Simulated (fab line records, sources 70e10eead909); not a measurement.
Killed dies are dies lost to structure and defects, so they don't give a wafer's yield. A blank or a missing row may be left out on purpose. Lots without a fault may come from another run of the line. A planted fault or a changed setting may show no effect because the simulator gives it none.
A struck lot beside a sound one | flow nand_harc | 15 steps out of a route of 1302
Sound: wafers L860.1, L860.2, L860.3. Struck: wafer L873.5. (L873.1, L873.4 of the same lot were not struck and are left out.) The cause comes at the end.
At each step with rows: each side's tool, then ch and its chambers, then its first start. Under that, the readings that differ: sound wafers | struck wafers | difference of the means | sigmas: that difference in standard deviations of wafers without a fault.
alike: readings whose means differ by less than 2 such deviations, and words and numbers that are the same on both sides. not compared: withheld readings, readings that some wafer has no value for, bounds like >300 that may hide the same value, and numbers for which the record gives no deviation and whose values overlap.
The two part at a step that has a row with sigmas, a row that says differs or no value, or rows on one side only. Numbers that don't overlap but have no deviation are shown without sigmas and don't part them. A reading that every wafer of one side lacks parts them only if that side has two wafers or more.

NHARC_P_M2_CD_MEAS_09: target cd 170 nm.
  sound on cd_sem-01 ch 0, day 6 20:23; struck on cd_sem-03 ch 0, day 12 09:52
  alike: cd_nm
NHARC_P_M2_OVL_MEAS_10: pitch 340 nm.
  sound on overlay-01, day 6 20:28; struck on overlay-01, day 12 09:58
  alike: overlay_x_nm, overlay_y_nm
NHARC_P_M2_INSPECT_11:
  sound on defect_inspect-02, day 6 20:31; struck on defect_inspect-02, day 12 10:00
  alike: raw_defect_count
then, 2 steps without rows for these wafers: NHARC_P_M2_DESCUM_14 (chemistry O2, time 3 s); NHARC_P_M2_ETCH_35 (etches the open film in N2/H2, target depth 40 nm, overetch 12 nm, time 43.94 s).
NHARC_P_M2_ETCH_15: etches the open film in C4F8/Ar, target depth 182.5 nm, time 91.2 s.
  sound on rie_diel-13 ch 0,1,3; struck on rie_diel-13 ch 1
  alike: chamber_pressure_mTorr, oes_product_au, rf_vpp_V
  not compared: rf_hours_counter_h
NHARC_P_M2_CD_MEAS_16:
  sound on cd_sem-01, day 6 20:55; struck on cd_sem-01, day 12 10:22
  alike: cd_nm
NHARC_P_M2_STRIP_18: strips in N2/H2.
  sound on rie_diel-07 ch 0,1,3, day 6 20:59; struck on rie_diel-13 ch 0, day 12 10:28
  alike: chamber_pressure_mTorr, drypump_motor_current_A, mfc_ar_sccm, oes_product_au, rf_vpp_V, showerhead_plenum_p_Torr, throttle_valve_pct
  not compared: rf_hours_counter_h
NHARC_P_M2_ETCH_28: etches the open film in CF4/N2, target depth 30 nm, time 72.99 s.
  sound on rie_diel-07 ch 0,1,3; struck on rie_diel-13 ch 3
  reading                        | sound                | struck | difference | sigmas
  chamber_pressure_mTorr (mTorr) | 30.048 29.970 30.016 | 29.950 | -0.061     | -3
  alike: drypump_motor_current_A, mfc_ar_sccm, oes_product_au, rf_vpp_V, showerhead_plenum_p_Torr, throttle_valve_pct
  not compared: rf_hours_counter_h
then, 1 step without rows for these wafers: NHARC_P_M2_STRIP_19 (strips in post etch residue remover, time 600 s).
NHARC_P_M2_DEGAS_29: time 60 s.
  sound on pvd_sputter-02, day 6 21:39; struck on pvd_sputter-02, day 12 11:05
  alike: heater_power_w
NHARC_P_M2_PRE_CLEAN_30: time 30 s.
  sound on pvd_sputter-02; struck on pvd_sputter-02
  alike: heater_power_w
NHARC_P_M2_PVD_20: deposits TaN, target thk 5 nm, time 8.06 s.
  sound on pvd_sputter-02, day 6 21:46; struck on pvd_sputter-02, day 12 11:12
  reading    | sound          | struck | difference | sigmas
  time_s (s) | 8.06 8.06 8.06 | 12.276 | +4.216     |
  alike: bias_v, throttle_valve_pct
then, 1 step without rows for these wafers: NHARC_P_M2_PVD_21 (deposits Cu, target thk 30 nm, time 20.49 s).
-- the record jumps here: 18 days lie between the struck wafers' starts before and after (it left off in module P_M2 and takes up again in module END, whose first step shown is number 1302 of the route) --
NHARC_END_SORT_01:
  sound on prober-01 ch 0, day 25 04:43; struck on prober-01 ch 0, day 30 19:46
  alike: defect_limited_yield, killed_at_array, killed_at_other, killed_at_periphery, killed_dies, killed_open, killed_short

WHERE THEY PART
Only at NHARC_P_M2_ETCH_28, within this record. Later steps at which nothing parts them and some readings are alike: NHARC_P_M2_DEGAS_29, NHARC_P_M2_PRE_CLEAN_30, NHARC_P_M2_PVD_20, NHARC_END_SORT_01.

WHY: what the simulator had put in
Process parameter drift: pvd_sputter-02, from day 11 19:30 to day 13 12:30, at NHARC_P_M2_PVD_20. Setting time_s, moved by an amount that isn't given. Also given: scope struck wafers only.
